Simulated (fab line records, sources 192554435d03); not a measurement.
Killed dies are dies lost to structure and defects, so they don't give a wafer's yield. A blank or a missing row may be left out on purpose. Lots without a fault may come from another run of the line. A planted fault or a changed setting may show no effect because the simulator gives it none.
Which tool did it? | flow n5_finfet | 20 lots, 60 wafers sampled, at 6 steps of a route of 1938

WHAT THE GAUGES READ, wafer by wafer
The record holds no reading of a measuring or inspecting step that can be judged against a usual standard deviation.

WHICH TOOL RAN EACH LOT (tool, then ch and the chambers of the sampled wafers, then the start)
lot  | N5_BEOL_M6_ETCH_72                 | N5_BEOL_M6_ETCH_41                            | N5_BEOL_M6_ALD_77                   | N5_BEOL_M7_ILD_DEP_00           | N5_BEOL_M7_DESCUM_16               | N5_BEOL_M7_HM_OPEN_17
L074 | rie_diel-04 ch 1,3, day 11 14:45   | rie_diel-04 ch 1,3, day 11 16:12 or earlier   | ald_metal-04 ch 0,1,2, day 11 16:12 | pecvd-04 ch 0,1,2, day 11 18:05 | rie_diel-02 ch 1,2,3, day 11 20:07 | rie_metal-02 ch 0,1, day 11 20:25
L076 | rie_diel-01 ch 1,2,3, day 12 06:10 | rie_diel-01 ch 1,2,3, day 12 07:21 or earlier | ald_metal-03 ch 1,2,3, day 12 07:21 | pecvd-03 ch 1,2, day 12 09:04   | rie_diel-06 ch 2,3, day 12 10:44   | rie_metal-03 ch 0,1, day 12 11:01
L077 | rie_diel-05 ch 0,1,2, day 12 10:05 | rie_diel-05 ch 0,1,2, day 12 12:46 or earlier | ald_metal-02 ch 0,1,3, day 12 12:46 | pecvd-04 ch 1,2, day 12 14:38   | rie_diel-02 ch 1,2,3, day 12 16:46 | rie_metal-02 ch 1, day 12 17:07
L081 | rie_diel-01 ch 1,3, day 12 18:31   | rie_diel-01 ch 1,3, day 12 19:47 or earlier   | ald_metal-03 ch 0,1, day 12 19:47   | pecvd-03 ch 0,2, day 12 21:32   | rie_diel-06 ch 0,2,3, day 13 00:25 | rie_metal-01 ch 0,1, day 13 00:41
L078 | rie_diel-04 ch 2,3, day 13 10:35   | rie_diel-04 ch 2,3, day 13 11:56 or earlier   | ald_metal-02 ch 0,2,3, day 13 11:56 | pecvd-03 ch 0,1,2, day 13 14:20 | rie_diel-06 ch 0,1,3, day 13 16:22 | rie_metal-03 ch 0,1, day 13 16:38
L083 | rie_diel-05 ch 0,1,3, day 13 15:02 | rie_diel-05 ch 0,1,3, day 13 16:26 or earlier | ald_metal-04 ch 0,1,2, day 13 16:26 | pecvd-01 ch 0,1, day 13 18:29   | rie_diel-03 ch 1,2,3, day 13 21:01 | rie_metal-01 ch 0,1, day 13 21:18
L082 | rie_diel-05 ch 0,3, day 13 16:51   | rie_diel-05 ch 0,3, day 13 17:55 or earlier   | ald_metal-03 ch 1,3, day 13 17:55   | pecvd-01 ch 0,2, day 13 20:04   | rie_diel-03 ch 0,3, day 13 21:27   | rie_metal-01 ch 0,1, day 13 21:44
L085 | rie_diel-05 ch 0,2,3, day 13 23:00 | rie_diel-05 ch 0,2,3, day 14 00:15 or earlier | ald_metal-04 ch 0,2,3, day 14 00:15 | pecvd-03 ch 0,1,2, day 14 03:25 | rie_diel-06 ch 0,2,3, day 14 05:41 | rie_metal-01 ch 0,1, day 14 05:58
L086 | rie_diel-04 ch 0,1, day 14 04:10   | rie_diel-04 ch 0,1, day 14 05:27 or earlier   | ald_metal-03 ch 0,1,3, day 14 05:27 | pecvd-03 ch 0,2, day 14 07:55   | rie_diel-06 ch 1,2, day 14 11:59   | rie_metal-01 ch 0,1, day 14 12:18
L084 | rie_diel-05 ch 0,3, day 14 16:29   | rie_diel-05 ch 0,3, day 14 17:45 or earlier   | ald_metal-03 ch 0,3, day 14 17:45   | pecvd-03 ch 1,2, day 14 19:24   | rie_diel-02 ch 1,2, day 14 21:19   | rie_metal-01 ch 0,1, day 14 21:35
L088 | rie_diel-05 ch 0,1, day 14 22:50   | rie_diel-05 ch 0,1, day 14 23:52 or earlier   | ald_metal-02 ch 0,1, day 14 23:52   | pecvd-04 ch 0,1, day 15 03:08   | rie_diel-06 ch 2,3, day 15 06:08   | rie_metal-02 ch 1, day 15 06:29
L089 | rie_diel-04 ch 2,3, day 15 00:58   | rie_diel-04 ch 2,3, day 15 02:35 or earlier   | ald_metal-02 ch 2,3, day 15 02:35   | pecvd-03 ch 0,2, day 15 06:48   | rie_diel-02 ch 0,1, day 15 08:26   | rie_metal-01 ch 0,1, day 15 08:43
L087 | rie_diel-01 ch 0,2, day 15 05:33   | rie_diel-01 ch 0,2, day 15 07:02 or earlier   | ald_metal-03 ch 1,3, day 15 07:02   | pecvd-01 ch 0,1, day 15 08:48   | rie_diel-06 ch 0,1, day 15 11:04   | rie_metal-01 ch 0,1, day 15 11:21
L091 | rie_diel-04 ch 0,1,2, day 15 07:19 | rie_diel-04 ch 0,1,2, day 15 09:52 or earlier | ald_metal-03 ch 0,2,3, day 15 09:52 | pecvd-01 ch 0,1,2, day 15 11:27 | rie_diel-02 ch 1,2,3, day 15 12:43 | rie_metal-03 ch 0,1, day 15 12:59
L093 | rie_diel-04 ch 0,1,3, day 16 07:31 | rie_diel-04 ch 0,1,3, day 16 08:54 or earlier | ald_metal-04 ch 0,3, day 16 08:54   | pecvd-04 ch 0,1, day 16 11:08   | rie_diel-06 ch 0,1, day 16 16:44   | rie_metal-01 ch 0,1, day 16 17:01
L094 | rie_diel-04 ch 0,1,3, day 16 07:55 | rie_diel-04 ch 0,1,3, day 16 09:02 or earlier | ald_metal-03 ch 0,1,2, day 16 09:02 | pecvd-01 ch 0,1,2, day 16 11:10 | rie_diel-03 ch 0,1,2, day 16 17:01 | rie_metal-02 ch 0,1, day 16 17:18
L092 | rie_diel-04 ch 0,1,2, day 16 20:16 | rie_diel-04 ch 0,1,2, day 16 21:24 or earlier | ald_metal-02 ch 0,1,3, day 16 21:24 | pecvd-03 ch 0,1,2, day 16 23:16 | rie_diel-02 ch 1,2,3, day 17 02:55 | rie_metal-01 ch 0,1, day 17 03:12
L096 | rie_diel-05 ch 1,2,3, day 17 06:16 | rie_diel-05 ch 1,2,3, day 17 07:41 or earlier | ald_metal-02 ch 1,2,3, day 17 07:41 | pecvd-03 ch 0,2, day 17 09:43   | rie_diel-02 ch 1,2,3, day 17 12:18 | rie_metal-02 ch 0,1, day 17 12:35
L097 | rie_diel-04 ch 0,1,2, day 17 07:53 | rie_diel-04 ch 0,1,2, day 17 09:26 or earlier | ald_metal-04 ch 0,1,3, day 17 09:26 | pecvd-04 ch 0,1, day 17 11:13   | rie_diel-06 ch 0,2,3, day 17 12:40 | rie_metal-01 ch 0,1, day 17 12:56
L095 | rie_diel-01 ch 2,3, day 18 12:54   | rie_diel-01 ch 2,3, day 18 13:55 or earlier   | ald_metal-03 ch 0,1,3, day 18 13:55 | pecvd-03 ch 0,1, day 18 17:19   | rie_diel-02 ch 1,3, day 18 18:28   | rie_metal-03 ch 0,1, day 18 18:45
- N5_BEOL_M6_ETCH_72: etches underlayer in N2/H2, target depth 6.5 nm, time 5.2 s.
- N5_BEOL_M6_ETCH_41: etches SiCN in CH3F/O2, target depth 29.7 nm, time 52 s.
- N5_BEOL_M6_ALD_77: deposits TaN, target thk 2 nm, pulse time 2 s, purge time 3 s.
- N5_BEOL_M7_ILD_DEP_00: deposits SiCOH lowk from DEMS/porogen, target thk 179.75 nm, time 33.4 s.
- N5_BEOL_M7_DESCUM_16: chemistry O2, time 7.9 s.
- N5_BEOL_M7_HM_OPEN_17: chemistry Cl2/BCl3, target TiN, target depth 20 nm, overetch 6 nm.

WHAT THE TOOLS THEMSELVES READ (means of the sampled wafers that have a number; where no wafer has one, the mark that the record gives instead)
N5_BEOL_M6_ETCH_72. Usual: drypump_motor_current_A 5.7 A, standard deviation 0.56; etch_rf_on_time_s 5.28 s, standard deviation 0.17; oes_product_au 0.68 a.u., standard deviation 0.067; rf_fwd_power_W 819.1 W, standard deviation 2.6; rf_vpp_V 523.8 V, standard deviation 2.1; showerhead_plenum_p_Torr 2.53 Torr, standard deviation 0.066; throttle_valve_pct 17.61 %, standard deviation 0.24.
lot  | tool        | drypump_motor_current_A (A) | etch_rf_on_time_s (s) | oes_product_au (a.u.) | rf_fwd_power_W (W) | rf_vpp_V (V) | showerhead_plenum_p_Torr (Torr) | throttle_valve_pct (%) | flag
L074 | rie_diel-04 | 6.5                         | 5.16                  | 0.63                  | 819.0              | 525.5        | 2.60                            | 17.75                  |
L076 | rie_diel-01 | 5.4                         | 5.23                  | 0.69                  | 816.6              | 525.9        | 2.62                            | 17.64                  |
L077 | rie_diel-05 | 5.7                         | 5.31                  | 0.65                  | 818.7              | 524.5        | 2.51                            | 17.55                  |
L081 | rie_diel-01 | 5.2                         | 5.18                  | 0.63                  | 818.1              | 523.9        | 2.61                            | 17.95                  |
L078 | rie_diel-04 | 5.5                         | 5.50                  | 0.59                  | 818.7              | 523.6        | 2.56                            | 17.58                  |
L083 | rie_diel-05 | 5.7                         | 5.41                  | 0.68                  | 819.1              | 523.4        | 2.49                            | 17.62                  |
L082 | rie_diel-05 | 5.3                         | 5.38                  | 0.70                  | 819.0              | 521.5        | 2.49                            | 17.68                  |
L085 | rie_diel-05 | 5.3                         | 5.23                  | 0.67                  | 821.9              | 523.7        | 2.51                            | 17.63                  |
L086 | rie_diel-04 | 6.0                         | 5.15                  | 0.76                  | 818.1              | 524.0        | 2.51                            | 17.50                  |
L084 | rie_diel-05 | 5.3                         | 5.32                  | 0.70                  | 816.7              | 522.5        | 2.49                            | 17.69                  |
L088 | rie_diel-05 | 5.7                         | 5.51                  | 0.63                  | 818.2              | 524.3        | 2.52                            | 17.64                  |
L089 | rie_diel-04 | 5.5                         | 5.44                  | 0.66                  | 817.0              | 524.0        | 2.55                            | 17.51                  |
L087 | rie_diel-01 | 5.3                         | 5.17                  | 0.69                  | 820.5              | 526.1        | 2.63                            | 17.51                  |
L091 | rie_diel-04 | 5.7                         | 5.30                  | 0.68                  | 820.8              | 523.2        | 2.52                            | 17.63                  |
L093 | rie_diel-04 | 6.2                         | 5.16                  | 0.73                  | 818.1              | 524.5        | 2.54                            | 17.58                  |
L094 | rie_diel-04 | 6.3                         | 5.18                  | 0.74                  | 821.2              | 523.9        | 2.54                            | 17.56                  |
L092 | rie_diel-04 | 5.7                         | 5.32                  | 0.67                  | 821.6              | 523.6        | 2.52                            | 17.65                  |
L096 | rie_diel-05 | 5.7                         | 5.28                  | 0.66                  | 821.3              | 522.7        | 2.48                            | 17.62                  |
L097 | rie_diel-04 | 5.7                         | 5.30                  | 0.67                  | 820.7              | 522.8        | 2.52                            | 17.66                  |
L095 | rie_diel-01 | 5.5                         | 5.14                  | 0.67                  | 818.6              | 524.8        | 2.53                            | 17.54                  |

N5_BEOL_M6_ETCH_41. Usual: drypump_motor_current_A 5.7 A, standard deviation 0.56; oes_product_au 0.80 a.u., standard deviation 0.078; rf_fwd_power_W 391.0 W, standard deviation 1.7; rf_vpp_V 297.2 V, standard deviation 1.4; showerhead_plenum_p_Torr 2.00 Torr, standard deviation 0.05; throttle_valve_pct 16.13 %, standard deviation 0.17.
lot  | tool        | drypump_motor_current_A (A) | oes_product_au (a.u.) | rf_fwd_power_W (W) | rf_vpp_V (V) | showerhead_plenum_p_Torr (Torr) | throttle_valve_pct (%) | flag
L074 | rie_diel-04 | 6.5                         | 0.75                  | 391.6              | 299.0        | 2.04                            | 16.23                  |
L076 | rie_diel-01 | 5.3                         | 0.83                  | 389.6              | 297.7        | 2.05                            | 16.07                  |
L077 | rie_diel-05 | 5.7                         | 0.78                  | 391.5              | 296.5        | 1.99                            | 16.12                  |
L081 | rie_diel-01 | 5.2                         | 0.74                  | 392.3              | 298.0        | 2.02                            | 16.23                  |
L078 | rie_diel-04 | 5.4                         | 0.70                  | 393.8              | 296.4        | 2.01                            | 16.11                  |
L083 | rie_diel-05 | 5.6                         | 0.81                  | 391.3              | 297.2        | 1.97                            | 16.12                  |
L082 | rie_diel-05 | 5.3                         | 0.83                  | 390.6              | 296.6        | 1.97                            | 16.14                  |
L085 | rie_diel-05 | 5.3                         | 0.79                  | 390.9              | 296.8        | 1.99                            | 16.17                  |
L086 | rie_diel-04 | 5.9                         | 0.90                  | 389.9              | 296.6        | 2.00                            | 16.14                  |
L084 | rie_diel-05 | 5.2                         | 0.82                  | 391.2              | 296.2        | 1.97                            | 16.15                  |
L088 | rie_diel-05 | 5.6                         | 0.76                  | 391.1              | 297.8        | 1.98                            | 16.21                  |
L089 | rie_diel-04 | 5.4                         | 0.78                  | 391.1              | 297.5        | 2.01                            | 16.01                  |
L087 | rie_diel-01 | 5.3                         | 0.81                  | 390.1              | 298.4        | 2.09                            | 16.16                  |
L091 | rie_diel-04 | 5.7                         | 0.80                  | 390.9              | 298.0        | 2.00                            | 16.19                  |
L093 | rie_diel-04 | 6.2                         | 0.87                  | 389.9              | 296.8        | 2.01                            | 16.10                  |
L094 | rie_diel-04 | 6.2                         | 0.86                  | 389.1              | 297.5        | 2.01                            | 16.11                  |
L092 | rie_diel-04 | 5.6                         | 0.79                  | 390.0              | 296.9        | 2.00                            | 16.21                  |
L096 | rie_diel-05 | 5.7                         | 0.77                  | 391.8              | 295.7        | 1.96                            | 16.13                  |
L097 | rie_diel-04 | 5.7                         | 0.78                  | 391.7              | 297.7        | 1.99                            | 16.21                  |
L095 | rie_diel-01 | 5.5                         | 0.78                  | 391.0              | 296.9        | 1.98                            | 16.05                  |

N5_BEOL_M6_ALD_77. Usual: heater_power_w 421 W, standard deviation 38; precursor_vessel_pressure_torr 26.25 Torr, standard deviation 0.049.
lot  | tool         | heater_power_w (W) | precursor_vessel_pressure_torr (Torr) | flag
L074 | ald_metal-04 | 414                | 26.27                                 |
L076 | ald_metal-03 | 430                | 26.28                                 |
L077 | ald_metal-02 | 449                | 26.26                                 |
L081 | ald_metal-03 | 394                | 26.23                                 |
L078 | ald_metal-02 | 438                | 26.22                                 |
L083 | ald_metal-04 | 410                | 26.27                                 |
L082 | ald_metal-03 | 414                | 26.25                                 |
L085 | ald_metal-04 | 442                | 26.27                                 |
L086 | ald_metal-03 | 404                | 26.25                                 |
L084 | ald_metal-03 | 421                | 26.24                                 |
L088 | ald_metal-02 | 448                | 26.24                                 |
L089 | ald_metal-02 | 401                | 26.27                                 |
L087 | ald_metal-03 | 413                | 26.18                                 |
L091 | ald_metal-03 | 425                | 26.24                                 |
L093 | ald_metal-04 | 447                | 26.23                                 |
L094 | ald_metal-03 | 404                | 26.24                                 |
L092 | ald_metal-02 | 448                | 26.23                                 |
L096 | ald_metal-02 | 414                | 26.28                                 |
L097 | ald_metal-04 | 404                | 26.28                                 |
L095 | ald_metal-03 | 409                | 26.23                                 |

N5_BEOL_M7_ILD_DEP_00. Usual: heater_power_w 329 W, standard deviation 36; rf_fwd_power_W 494.4 W, standard deviation 1.7; showerhead_plenum_p_Torr 5.733 Torr, standard deviation 0.016; throttle_valve_pct 13.9 %, standard deviation 0.93.
lot  | tool     | heater_power_w (W) | rf_fwd_power_W (W) | showerhead_plenum_p_Torr (Torr) | throttle_valve_pct (%) | flag
L074 | pecvd-04 | 319                | 495.3              | 5.745                           | 14.1                   |
L076 | pecvd-03 | 325                | 494.9              | 5.737                           | 14.0                   |
L077 | pecvd-04 | 308                | 494.9              | 5.733                           | 13.7                   |
L081 | pecvd-03 | 332                | 492.9              | 5.740                           | 13.4                   |
L078 | pecvd-03 | 309                | 493.1              | 5.730                           | 13.6                   |
L083 | pecvd-01 | 382                | 493.4              | 5.749                           | 14.4                   |
L082 | pecvd-01 | 340                | 494.7              | 5.708                           | 14.1                   |
L085 | pecvd-03 | 329                | 494.9              | 5.733                           | 13.8                   |
L086 | pecvd-03 | 358                | 492.9              | 5.734                           | 13.3                   |
L084 | pecvd-03 | 307                | 495.2              | 5.731                           | 13.2                   |
L088 | pecvd-04 | 320                | 496.4              | 5.740                           | 14.8                   |
L089 | pecvd-03 | 320                | 493.3              | 5.723                           | 13.0                   |
L087 | pecvd-01 | 321                | 494.2              | 5.735                           | 14.2                   |
L091 | pecvd-01 | 355                | 493.0              | 5.727                           | 14.0                   |
L093 | pecvd-04 | 297                | 494.1              | 5.742                           | 14.9                   |
L094 | pecvd-01 | 361                | 494.5              | 5.725                           | 14.1                   |
L092 | pecvd-03 | 301                | 494.4              | 5.724                           | 13.9                   |
L096 | pecvd-03 | 368                | 492.5              | 5.724                           | 13.0                   |
L097 | pecvd-04 | 334                | 495.1              | 5.751                           | 14.8                   |
L095 | pecvd-03 | 324                | 493.3              | 5.745                           | 14.1                   |

N5_BEOL_M7_DESCUM_16. Usual: drypump_motor_current_A 5.7 A, standard deviation 0.36; oes_product_au 0.82 a.u., standard deviation 0.084; rf_fwd_power_W 49.45 W, standard deviation 0.21; rf_vpp_V 242.9 V, standard deviation 1.6; showerhead_plenum_p_Torr 2.08 Torr, standard deviation 0.083; throttle_valve_pct 20.30 %, standard deviation 0.26.
lot  | tool        | drypump_motor_current_A (A) | oes_product_au (a.u.) | rf_fwd_power_W (W) | rf_vpp_V (V) | showerhead_plenum_p_Torr (Torr) | throttle_valve_pct (%) | flag
L074 | rie_diel-02 | 5.7                         | 0.75                  | 49.57              | 242.7        | 2.04                            | 20.47                  |
L076 | rie_diel-06 | 5.3                         | 0.86                  | 49.39              | 243.9        | 2.08                            | 19.95                  |
L077 | rie_diel-02 | 5.7                         | 0.74                  | 49.55              | 242.6        | 2.04                            | 20.49                  |
L081 | rie_diel-06 | 5.6                         | 0.83                  | 49.39              | 242.4        | 2.07                            | 20.10                  |
L078 | rie_diel-06 | 5.7                         | 0.89                  | 49.39              | 242.5        | 2.08                            | 20.15                  |
L083 | rie_diel-03 | 5.7                         | 0.90                  | 49.21              | 243.8        | 2.18                            | 20.37                  |
L082 | rie_diel-03 | 5.5                         | 0.83                  | 49.42              | 245.0        | 2.16                            | 20.16                  |
L085 | rie_diel-06 | 5.6                         | 0.81                  | 49.61              | 243.4        | 2.07                            | 20.12                  |
L086 | rie_diel-06 | 5.3                         | 0.88                  | 49.40              | 243.7        | 2.11                            | 19.93                  |
L084 | rie_diel-02 | 5.5                         | 0.74                  | 49.37              | 241.4        | 1.98                            | 20.40                  |
L088 | rie_diel-06 | 5.3                         | 0.84                  | 49.46              | 242.8        | 2.03                            | 20.07                  |
L089 | rie_diel-02 | 5.5                         | 0.80                  | 49.53              | 241.8        | 2.03                            | 20.38                  |
L087 | rie_diel-06 | 6.0                         | 0.84                  | 49.65              | 243.9        | 2.11                            | 20.23                  |
L091 | rie_diel-02 | 5.7                         | 0.73                  | 49.55              | 242.0        | 2.03                            | 20.52                  |
L093 | rie_diel-06 | 6.0                         | 0.82                  | 49.78              | 243.5        | 2.10                            | 20.22                  |
L094 | rie_diel-03 | 6.1                         | 0.83                  | 49.31              | 243.8        | 2.15                            | 20.46                  |
L092 | rie_diel-02 | 5.7                         | 0.72                  | 49.46              | 241.7        | 2.03                            | 20.55                  |
L096 | rie_diel-02 | 5.7                         | 0.72                  | 49.45              | 242.7        | 2.03                            | 20.55                  |
L097 | rie_diel-06 | 5.6                         | 0.79                  | 49.31              | 243.2        | 2.06                            | 20.15                  |
L095 | rie_diel-02 | 5.6                         | 0.71                  | 49.49              | 242.5        | 2.06                            | 20.47                  |

N5_BEOL_M7_HM_OPEN_17. Usual: drypump_motor_current_A 5.7 A, standard deviation 0.43; oes_product_au 0.68 a.u., standard deviation 0.07; rf_fwd_power_W 993 W, standard deviation 4.5; throttle_valve_pct 22.07 %, standard deviation 0.26.
lot  | tool         | drypump_motor_current_A (A) | oes_product_au (a.u.) | rf_fwd_power_W (W) | throttle_valve_pct (%) | flag
L074 | rie_metal-02 | 6.1                         | 0.74                  | 992                | 22.39                  |
L076 | rie_metal-03 | 5.7                         | 0.64                  | 990                | 21.94                  |
L077 | rie_metal-02 | 6.0                         | 0.78                  | 986                | 22.30                  |
L081 | rie_metal-01 | 5.3                         | 0.69                  | 992                | 21.97                  |
L078 | rie_metal-03 | 5.6                         | 0.63                  | 990                | 22.05                  |
L083 | rie_metal-01 | 5.3                         | 0.69                  | 996                | 21.96                  |
L082 | rie_metal-01 | 5.3                         | 0.68                  | 998                | 21.99                  |
L085 | rie_metal-01 | 5.6                         | 0.71                  | 994                | 21.88                  |
L086 | rie_metal-01 | 5.6                         | 0.71                  | 999                | 21.89                  |
L084 | rie_metal-01 | 5.6                         | 0.71                  | 996                | 21.89                  |
L088 | rie_metal-02 | 6.0                         | 0.75                  | 985                | 22.32                  |
L089 | rie_metal-01 | 5.6                         | 0.72                  | 999                | 21.87                  |
L087 | rie_metal-01 | 5.6                         | 0.70                  | 996                | 21.90                  |
L091 | rie_metal-03 | 5.7                         | 0.61                  | 994                | 22.08                  |
L093 | rie_metal-01 | 5.6                         | 0.71                  | 994                | 21.87                  |
L094 | rie_metal-02 | 6.1                         | 0.62                  | 995                | 22.56                  |
L092 | rie_metal-01 | 5.6                         | 0.69                  | 994                | 21.90                  |
L096 | rie_metal-02 | 6.1                         | 0.63                  | 995                | 22.54                  |
L097 | rie_metal-01 | 5.3                         | 0.67                  | 994                | 21.99                  |
L095 | rie_metal-03 | 5.7                         | 0.61                  | 991                | 21.99                  |

THE ANSWER, worked out from the rows above alone
Rule: a lot is off if the mean of its wafers that have a number lies more than 3 standard deviations from the usual mean. A lot without any number at a reading at which 4 lots or more have one is off too. The other lots that the step has rows for count as sound. The gauges are gone through in route order, then the tools' own readings, and for those a lot's mean is taken as printed above. The first step at which some lot is off is used, and at that step the reading that is off furthest; a lot without a number counts as furthest.
No lot is off at any reading shown: from this, nothing can be told.

WHAT THE SIMULATOR HAD PUT IN
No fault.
